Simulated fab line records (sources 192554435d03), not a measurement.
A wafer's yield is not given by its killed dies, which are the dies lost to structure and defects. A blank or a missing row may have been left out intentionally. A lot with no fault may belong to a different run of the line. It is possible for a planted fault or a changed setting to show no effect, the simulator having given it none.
fab line records    flow n5Finfet
record lots=5  wafers=15  lastDay=18
route steps=1938 shown HKMG_FIN@450 GATE_CUT@465 BEOL_M4@1111 PASSIVATION@1936
lots that met no fault: taken from a fault-free run of the same line
startH: hours from the record's first day to the start of the lot's first wafer shown    waitH: hours elapsed since this lot's preceding step    " as in the row above    L1.1+2: a row that stands for several wafers    - no value present, or no start provided    * or withheld: withheld    < > ~ a bound
route shown NAME@n: NAME is a module with steps in the file, n the number in the route of the first one    usual: mean/standard deviation of fault-free wafers    same: alike in all rows    chamber/n: place in a boat    sites: the reading at each site    _std_site: the values' standard deviation    _edge_site: inner sites' mean taken away from outer sites' mean    radiusMm: for every site, how far away it sits from the centre of the wafer    mask NAME#n: copy n    behind: tool/chamber where the wafer was last shaped    hold: why the lot was held/for how many hours/how that ended    device: which transistor (n, p or np) failed to switch    end of line: at the end of the route, the tests of the same wafers    where a step has no rows: the recipe by itself    killed: at the first sort, the dies lost to defects and structure; wafer yield is something else    map: a wafer's dies, marking killed ones x, the rest . and places with no die _
set.NAME: the run value of the setting; set.NAME@STEP: its run value at that earlier step    model.NAME: the simulator's own value behind a step, which no gauge read
certain route steps with their lots: each step a table, each wafer a row
services: when a tool's chamber went out of use (startH, in hours from the record's first day, below 0 if earlier), for how many hours, and the reason
## steps
# step N5_HKMG_FIN_COAT_66
# recipe resist=SOC  tempC=250  timeS=60  spinRpm=1500  resistThkNm=300
# step N5_HKMG_FIN_ETCH_67
# recipe chemistry=N2/H2  target=SOC  targetDepthA=3889  stopOn=TiN  ionEnergyEv=100  biasW=61  pressureMtorr=30  sourceW=850  n2FlowSccm=200  h2FlowSccm=200
# usual drypumpMotorCurrentA=5.6/0.48  oesProductAu=0.76/0.083  rfVppV=240.7/1.3  showerheadPlenumPTorr=2.54/0.073  throttleValvePct=17.90/0.28
lot.wafer  tool        chamber  startH  waitH  drypumpMotorCurrentA  oesProductAu  rfHoursCounterH  rfVppV  showerheadPlenumPTorr  throttleValvePct
L311.1     rieDiel-02  2        95.38   -      5.1                   0.88          28               240.6   2.50                   17.70
L311.3     "           1        "       "      6.4                   0.68          225              241.5   2.51                   17.51
L311.6     "           2        "       "      5.1                   0.88          -                240.0   2.50                   17.70
L314.2     rieDiel-04  3        118.38  -      6.2                   0.68          240              239.9   2.51                   17.82
L314.3     "           1        "       "      6.0                   0.74          172              241.8   2.63                   18.16
L314.4     "           2        "       "      5.1                   0.70          242              239.2   2.51                   17.93
L321.2     rieDiel-04  3        156.49  -      6.2                   0.68          256              240.3   2.50                   17.83
L321.4     "           0        "       "      4.9                   0.68          -                240.7   2.53                   18.32
L321.5     "           1        "       "      6.0                   0.73          -                242.5   2.63                   18.18
L324.4     rieDiel-03  3        171.55  -      5.2                   0.74          -                242.6   2.66                   17.89
L324.5     "           2        "       "      5.9                   0.70          -                240.0   2.52                   17.97
L324.6     "           1        "       "      5.3                   0.83          -                239.8   2.46                   17.43
L331.3     rieDiel-03  0        218.43  -      6.1                   0.87          39               240.6   2.49                   18.01
L331.5     "           3        "       "      5.2                   0.72          -                242.6   2.65                   17.93
L331.6     "           2        "       "      5.9                   0.69          -                239.3   2.51                   18.00
# step N5_HKMG_FIN_STRIP_90
# recipe chemistry=N2/H2  material=SOC  timeS=20  powerW=500  tempC=40  pressureMtorr=50  rfFrequencyHz=6e+07  biasPowerW=8  h2Frac=0.5  n2FlowSccm=300  h2FlowSccm=300
# step N5_HKMG_FIN_WET_ETCH_73
# recipe chemistry=SC1  mix=1:2:40  tempC=50  timeS=42.3  targetDepthNm=1.3  dry=ipaMarangoni  rinseTimeS=30  rinseTempC=23
# step N5_HKMG_FIN_ETCHBACK_68
# recipe chemistry=Cl2/Ar  stopOn=HfO2  targetDepthA=5  pressureMtorr=10  icpW=600  biasW=60  Cl2_flow_sccm=40  Ar_flow_sccm=60
# step N5_HKMG_FIN_STRIP_69
# recipe chemistry=N2/H2  powerW=2500  tempC=300  h2Frac=0.65  timeS=360  pressureMtorr=withheld  n2FlowSccm=1750  h2FlowSccm=3250
# step N5_HKMG_FIN_ALD_21
# recipe material=TiN  targetThkA=15  tempC=400  aldPrecursorFamily=TiCl4  aldCoReactant=NH3  pulseTimeS=1  purgeTimeS=3  coReactantPurgeTimeS=2  coReactantPulseTimeS=2  aldCycles=68  pressureTorr=3
# step N5_HKMG_FIN_ALD_72
# recipe material=W  targetThkA=20  tempC=300  pressureTorr=7.5  aldPrecursorFamily=WF6  aldCoReactant=B2H6  pulseTimeS=1  purgeTimeS=2  coReactantPurgeTimeS=2  coReactantPulseTimeS=3  aldCycles=7
# step N5_HKMG_FIN_W_FILL_22
# recipe material=W  targetThkA=600  tempC=400  pressureTorr=39.4  timeS=18.2
# usual heaterPowerW=821/40  throttleValvePct=19.7/0.81
lot.wafer  tool     chamber  startH  waitH  heaterPowerW  throttleValvePct
L311.1     cvdW-01  1        96.67   0.0    817           20.0
L311.3     "        1        "       "      828           20.0
L311.6     "        0        "       "      782           19.6
L314.2     cvdW-01  1        119.54  0.0    817           20.1
L314.3     "        0        "       "      814           19.8
L314.4     "        1        "       "      843           20.0
L321.2     cvdW-01  1        157.66  0.0    803           19.8
L321.4     "        1        "       "      831           20.6
L321.5     "        0        "       "      799           20.0
L324.4     cvdW-02  0        172.70  0.0    890           20.7
L324.5     "        0        "       "      890           20.7
L324.6     "        1        "       "      776           18.3
L331.3     cvdW-01  0        219.73  0.0    803           19.8
L331.5     "        0        "       "      778           19.8
L331.6     "        1        "       "      838           20.4
# step N5_HKMG_FIN_PRECLEAN_83
# recipe chemistry=DIW  timeS=57.5  tempC=23
# step N5_HKMG_FIN_SRD_84
# recipe dryTimeS=32  dry=n2Spin  spinRpm=1500
# step N5_HKMG_FIN_CMP_23
# recipe stopOn=SiNx  tOverpolishS=10  postCmpClean=rinseOnly  downForcePsi=4  platenRpm=50.289  padVelocityMS=1.0006  targetThkNm=46.326
# step N5_HKMG_FIN_CMP_94
# recipe stopOn=SiNx  postCmpClean=wDiluteNh4oh  tOverpolishS=4.7  downForcePsi=4  platenRpm=50.289  padVelocityMS=1.0006  targetThkNm=43.299
# usual motorCurrentA=11.7/1.1
lot.wafer  tool    chamber  startH  waitH  motorCurrentA
L311.1     cmp-01  1        97.29   0.3    10.7
L311.3     "       3        "       "      14.3
L311.6     "       1        "       "      11.0
L314.4     cmp-04  0        120.16  0.3    12.9
L314.3     "       1        "       "      11.7
L314.2     "       2        "       "      10.6
L321.2     cmp-04  3        158.26  0.4    12.3
L321.4     "       1        "       "      12.0
L321.5     "       0        "       "      12.2
L324.4     cmp-01  2        173.31  0.3    10.7
L324.5     "       1        "       "      10.5
L324.6     "       2        "       "      10.2
L331.3     cmp-02  0        220.31  0.4    12.3
L331.6     "       0        "       "      11.8
L331.5     "       1        "       "      11.0
# step N5_HKMG_FIN_INSPECT_28
# recipe inspectInstrument=darkfield  mode=postCmp
# usual rawDefectCount=43/17
lot.wafer  tool              chamber  startH  waitH  rawDefectCount
L311.1     defectInspect-02  -        97.49   0.0    27
L311.3     "                 -        "       "      49
L311.6     "                 -        "       "      44
L314.2     defectInspect-01  -        120.36  0.0    26
L314.3     "                 -        "       "      36
L314.4     "                 -        "       "      50
L321.2     defectInspect-01  -        158.49  0.0    34
L321.4     "                 -        "       "      48
L321.5     "                 -        "       "      16
L324.4     defectInspect-01  -        173.51  0.0    87
L324.5     "                 -        "       "      40
L324.6     "                 -        "       "      84
L331.3     defectInspect-01  -        220.55  0.0    24
L331.5     "                 -        "       "      25
L331.6     "                 -        "       "      22
# step N5_GATE_CUT_ETCHBACK_00
# recipe chemistry=SF6/Cl2  target=W  pressureMtorr=8  icpW=900  biasW=80  SF6_flow_sccm=40  Cl2_flow_sccm=60
# usual drypumpMotorCurrentA=5.8/0.41  oesProductAu=0.70/0.081  throttleValvePct=27.79/0.16
lot.wafer  tool         chamber  startH  waitH  drypumpMotorCurrentA  oesProductAu  rfHoursCounterH  throttleValvePct
L311.1     rieMetal-02  1        97.52   0.0    5.6                   0.65          111              27.86
L311.3     "            0        "       "      5.9                   0.65          -                27.79
L311.6     "            0        "       "      5.9                   0.66          -                27.80
L314.2     rieMetal-01  1        120.44  0.1    6.4                   0.67          -                27.94
L314.3     "            1        "       "      6.4                   0.68          -                27.92
L314.4     "            1        "       "      6.4                   0.67          -                27.96
L321.2     rieMetal-02  0        158.53  0.0    5.9                   0.63          107              27.79
L321.4     "            1        "       "      5.6                   0.63          -                27.88
L321.5     "            1        "       "      5.6                   0.64          -                27.89
L324.4     rieMetal-02  1        173.58  0.1    5.6                   0.64          -                27.86
L324.5     "            0        "       "      5.9                   0.64          -                27.80
L324.6     "            1        "       "      5.6                   0.64          -                27.87
L331.3     rieMetal-02  0        220.67  0.1    5.9                   0.63          -                27.81
L331.5     "            0        "       "      5.9                   0.63          -                27.83
L331.6     "            1        "       "      5.6                   0.62          -                27.88
# step N5_GATE_CUT_ETCH_56
# recipe chemistry=Cl2/Ar  target=TiN  targetDepthA=216  pressureMtorr=10  icpW=600  biasW=60  Cl2_flow_sccm=40  Ar_flow_sccm=60
# usual drypumpMotorCurrentA=5.9/0.4  mfcArSccm=60.04/0.19  oesProductAu=0.70/0.083  throttleValvePct=21.16/0.22
lot.wafer  tool         chamber  startH  waitH  drypumpMotorCurrentA  mfcArSccm  oesProductAu  rfHoursCounterH  throttleValvePct
L311.1     rieMetal-02  1        97.64   0.1    5.6                   60.33      0.64          111              21.32
L311.3     "            0        "       "      5.9                   59.79      0.66          -                21.07
L311.6     "            0        "       "      5.9                   59.90      0.65          -                21.06
L314.2     rieMetal-01  1        120.67  0.2    6.4                   60.06      0.67          -                21.36
L314.3     "            1        "       "      6.4                   60.12      0.68          -                21.36
L314.4     "            1        "       "      6.4                   59.91      0.68          -                21.38
L321.2     rieMetal-02  0        158.65  0.1    5.9                   59.92      0.64          107              21.08
L321.4     "            1        "       "      5.6                   59.86      0.63          -                21.34
L321.5     "            1        "       "      5.6                   59.71      0.63          -                21.35
L324.4     rieMetal-02  1        173.69  0.1    5.6                   59.90      0.64          -                21.34
L324.5     "            0        "       "      5.9                   60.00      0.64          -                21.08
L324.6     "            1        "       "      5.6                   59.93      0.63          -                21.33
L331.3     rieMetal-02  0        220.78  0.1    5.9                   59.91      0.64          -                21.07
L331.5     "            0        "       "      5.9                   59.82      0.63          -                21.08
L331.6     "            1        "       "      5.6                   60.01      0.62          -                21.37
# step N5_GATE_CUT_ETCHBACK_30
# recipe chemistry=Cl2/Ar  target=TiN  targetDepthA=30  mode=isotropic  pressureMtorr=10  icpW=600  biasW=60  Cl2_flow_sccm=40  Ar_flow_sccm=60
# usual drypumpMotorCurrentA=5.9/0.4  mfcArSccm=60.03/0.19  oesProductAu=0.70/0.083  throttleValvePct=21.16/0.22
lot.wafer  tool         chamber  startH  waitH  drypumpMotorCurrentA  mfcArSccm  oesProductAu  rfHoursCounterH  throttleValvePct  model.SiNx_of_SDB_ALD_29.thkNm
L311.1     rieMetal-02  1        97.73   0.1    5.6                   59.87      0.65          111              21.32             27.2
L311.3     "            0        "       "      5.9                   60.06      0.66          -                21.06             27.4
L311.6     "            0        "       "      5.9                   59.87      0.65          -                21.06             27.2
L314.2     rieMetal-01  1        120.83  0.1    6.4                   60.14      0.68          -                21.36             27
L314.3     "            1        "       "      6.4                   59.91      0.68          -                21.37             27.2
L314.4     "            1        "       "      6.4                   60.02      0.68          -                21.36             27.2
L321.2     rieMetal-02  0        158.74  0.1    5.9                   60.14      0.64          107              21.08             27.2
L321.4     "            1        "       "      5.6                   60.12      0.64          -                21.34             27.6
L321.5     "            1        "       "      5.6                   60.06      0.63          -                21.34             27.4
L324.4     rieMetal-02  1        173.76  0.0    5.6                   60.20      0.64          -                21.35             27.2
L324.5     "            0        "       "      5.9                   59.63      0.64          -                21.08             27
L324.6     "            1        "       "      5.6                   59.82      0.63          -                21.33             27.2
L331.3     rieMetal-02  0        220.85  0.0    5.9                   60.20      0.64          -                21.08             27.2
L331.5     "            0        "       "      5.9                   60.03      0.64          -                21.08             27
L331.6     "            1        "       "      5.6                   60.39      0.63          -                21.33             27.4
# step N5_GATE_CUT_VAPOR_ETCH_60
# recipe chemistry=BCl3/Cl2  target=HfO2  mode=isotropic
# usual drypumpMotorCurrentA=5.8/0.4  oesProductAu=0.70/0.081
lot.wafer  tool         chamber  startH  waitH  drypumpMotorCurrentA  oesProductAu
L311.1     rieMetal-02  1        97.76   0.0    5.6                   0.64
L311.3     "            0        "       "      5.9                   0.65
L311.6     "            0        "       "      5.9                   0.66
L314.2     rieMetal-01  1        120.89  0.1    6.4                   0.67
L314.3     "            1        "       "      6.4                   0.67
L314.4     "            1        "       "      6.4                   0.66
L321.2     rieMetal-02  0        158.77  0.0    5.9                   0.65
L321.4     "            1        "       "      5.6                   0.64
L321.5     "            1        "       "      5.6                   0.64
L324.4     rieMetal-02  1        173.79  0.0    5.6                   0.64
L324.5     "            0        "       "      5.9                   0.64
L324.6     "            1        "       "      5.6                   0.64
L331.3     rieMetal-02  0        220.88  0.0    5.9                   0.64
L331.5     "            0        "       "      5.9                   0.64
L331.6     "            1        "       "      5.6                   0.64
# step N5_BEOL_M4_RC_MEAS_101
# usual DIBL_N=35.8/1.5  DIBL_P=35.9/1.8  IOFF_N=0.152/0.025  IOFF_P=0.21/0.031  ION_N=672/11  ION_P=462/7.4  SS_N=71.5/0.52  SS_P=73.2/0.54  VT_N=250/3  VT_P=-250/3.3
lot.wafer  tool       chamber  startH  waitH  DIBL_N[mV/V]  DIBL_P[mV/V]  IOFF_N[nA/um]  IOFF_P[nA/um]  ION_N[uA/um]  ION_P[uA/um]  SS_N[mV/dec]  SS_P[mV/dec]  VT_N[mV]  VT_P[mV]
L311.1     prober-01  0        178.53  0.0    35.7          33.7          0.129          0.16           669           461           71.3          72.9          254       -256
L311.3     "          0        "       "      37.3          35.2          0.144          0.18           661           450           70.8          73.3          252       -254
L311.6     "          0        "       "      36.7          33.4          0.127          0.15           661           450           71.7          73.0          255       -257
L314.2     prober-02  0        218.54  0.2    37.1          39.4          0.164          0.21           678           463           71.6          73.3          252       -253
L314.3     "          0        "       "      37.4          38.7          0.163          0.20           682           463           72.0          73.4          248       -252
L314.4     "          0        "       "      35.9          37.6          0.148          0.18           686           457           71.4          72.9          249       -253
L321.2     prober-02  0        244.38  0.2    37.2          36.9          0.168          0.23           680           467           71.7          73.2          248       -247
L321.4     "          0        "       "      34.6          34.5          0.126          0.19           661           463           71.7          72.6          255       -253
L321.5     "          0        "       "      33.3          31.8          0.108          0.16           658           456           70.8          72.7          254       -254
L324.4     prober-01  0        264.18  0.5    33.9          34.5          0.137          0.21           658           459           71.7          72.7          251       -250
L324.5     "          0        "       "      36.2          36.7          0.179          0.25           665           467           72.8          73.0          247       -245
L324.6     "          0        "       "      36.5          38.1          0.194          0.27           694           476           72.0          73.1          247       -247
L331.3     prober-02  0        321.31  0.3    33.7          33.5          0.125          0.17           660           456           71.3          72.7          253       -253
L331.5     "          0        "       "      36.9          36.4          0.165          0.21           670           455           72.2          72.7          251       -251
L331.6     "          0        "       "      32.6          32.1          0.106          0.16           652           455           71.2          72.3          255       -255
# step N5_PASSIVATION_PROBE_49
# usual defectLimitedYield=91.7/1.7  killed_at_M0_to_M3=34/10  killed_at_M4_up=13/5.1  killedAtContacts=12/6.2  killedAtFrontEnd=36/12  killedAtOther=3.2/2.6  killedDies=98/20  killedOpen=65/13  killedShort=32/8.4  sort_bin_5_function=4.8/1.1  sort_bin_6_memory=3.2/0.74  sort_bin_8_speed=0.00/0.012  sortNPass=1082/20  sortYieldPct=91.7/1.7
# same grossDies=1180  killedAtBackSide=0  sort_bin_4_leakage[%]=0
lot.wafer  tool       chamber  startH  waitH  defectLimitedYield[%]  killed_at_M0_to_M3  killed_at_M4_up  killedAtContacts  killedAtFrontEnd  killedAtOther  killedDies  killedOpen  killedShort  sort_bin_5_function[%]  sort_bin_6_memory[%]  sort_bin_8_speed[%]  sortNPass  sortYieldPct[%]
L311.1     prober-02  -        280.81  0.0    93.4                   23                  14               14                19                8              78          52          26           4.0                     2.3                   0                    1102       93.4
L311.3     prober-02  -        280.91  0.1    92.2                   31                  7                14                35                5              92          56          36           4.4                     2.9                   0                    1088       92.2
L311.6     prober-02  -        281.06  0.3    91.6                   32                  18               20                14                15             99          66          33           5.5                     2.5                   0                    1081       91.6
L321.2     prober-01  -        350.94  0.1    91.6                   21                  12               23                43                0              99          59          29           4.2                     3.3                   0                    1081       91.6
L321.4     prober-01  -        351.04  0.2    93.7                   34                  9                1                 25                5              74          49          24           3.5                     2.8                   0                    1106       93.7
L321.5     prober-01  -        351.09  0.2    92.0                   35                  11               12                35                1              94          55          27           4.5                     2.4                   0                    1086       92.0
# killed by level:class
L311.1 MOL_CONTACT_COAG:geometricParticle:open=10 BEOL_M4:geometricParticle:open=6 DUMMY_GATE:geometricParticle:open=5 BEOL_M0:geometricParticle:open=4 MOL_CONTACT_COAG:geometricParticle:short=4 BEOL_M0_SAQP:geometricParticle:short=4 BEOL_M2:geometricParticle:open=4 STI_FIN_REVEAL:geometricParticle:open=3
L311.3 MOL_CONTACT_COAG:geometricParticle:open=13 BEOL_M0_SAQP:geometricParticle:short=11 FIN_SAQP:geometricParticle:short=8 FIN_SAQP:geometricParticle:open=8 BEOL_M2:geometricParticle:open=6 BEOL_M0_SAQP:geometricParticle:open=5 STI_FIN_REVEAL:geometricParticle:open=3 DUMMY_GATE:geometricParticle:open=3
L311.6 MOL_CONTACT_COAG:geometricParticle:open=18 BEOL_M4:geometricParticle:open=12 BEOL_M0_SAQP:geometricParticle:short=10 BEOL_M0_SAQP:geometricParticle:open=7 BEOL_M1:geometricParticle:open=5 MIM_TOP:geometricParticle:open=4 STARTING-WAFER:geometricParticle:short=4 MIM_TOP:geometricParticle:short=3
L321.2 MOL_CONTACT_COAG:geometricParticle:open=20 HKMG_FIN:areaEtch=10 STI_FIN_REVEAL:geometricParticle:open=9 BEOL_M0_SAQP:geometricParticle:short=6 FIN_SAQP:geometricParticle:open=5 GATE_CUT:geometricParticle:short=5 BEOL_M2:geometricParticle:open=4 MOL_CONTACT_COAG:geometricParticle:short=3
L321.4 BEOL_M2:geometricParticle:open=10 STI_FIN_REVEAL:geometricParticle:open=8 BEOL_M1:geometricParticle:open=6 BEOL_M0_SAQP:geometricParticle:short=5 BEOL_M0_SAQP:geometricParticle:open=5 BEOL_M1:geometricParticle:short=4 BEOL_M4:geometricParticle:open=4 STARTING-WAFER:geometricParticle:open=4
L321.5 MOL_CONTACT_COAG:geometricParticle:open=12 HKMG_FIN:areaEtch=11 BEOL_M0_SAQP:geometricParticle:open=7 BEOL_M3:geometricParticle:open=7 STARTING-WAFER:geometricParticle:short=6 BEOL_M2:geometricParticle:open=5 BEOL_M0:geometricParticle:open=4 BEOL_M0_SAQP:geometricParticle:short=4
## services
tool         chamber  startH  hours  kind
rieMetal-02  -        79.49   14.6   pm
cmp-04       -        83.76   4.7    repair
cmp-04       -        93.41   7.4    repair
cvdW-01      -        97.82   6.9    pm
cmp-04       -        121.33  0.2    repair
cmp-02       -        124.58  4.0    pm
rieDiel-03   1        129.58  13.2   repair
cvdW-02      -        135.70  6.0    pm
rieDiel-04   2        139.87  -      clean
rieDiel-04   2        139.87  -      consumableReplace:focusRing
rieDiel-04   2        139.87  23.9   scheduledDown
rieDiel-04   2        139.87  23.9   ventCycle
rieMetal-02  -        152.42  0.4    repair
cmp-02       -        156.86  4.1    repair
rieDiel-04   3        163.89  -      clean
rieDiel-04   3        163.89  -      consumableReplace:focusRing
rieDiel-04   3        163.89  13.6   scheduledDown
cmp-02       -        173.70  1.1    repair
cmp-04       -        193.84  4.0    pm
cmp-01       -        196.87  1.1    repair
rieDiel-03   1        204.96  8.0    repair
cmp-04       -        210.32  21.3   pm
rieMetal-02  -        210.46  2.8    pm
cmp-01       -        216.71  2.7    repair
## key
firstSign none at tools or gauges
modelEffect step=N5_GATE_CUT_ETCHBACK_30  value=SiNx_of_SDB_ALD_29.thkNm  without=27.2  struck=27.6
metAt N5_HKMG_FIN_CMP_94
struckWafers L321.4
baselineLoss step=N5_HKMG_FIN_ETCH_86  wafers=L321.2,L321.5
onsetBetween 120.16 158.26
fault kind=processParameterDrift  tool=cmp-04  chamber=1  onsetH=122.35  steps=N5_HKMG_FIN_CMP_94  channel=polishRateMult  offset=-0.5  shape=step  endH=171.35
# baselineLoss: these wafers lose ten dies or more at that step, a loss of the line's own and not of a fault; the sort's usual values leave them out
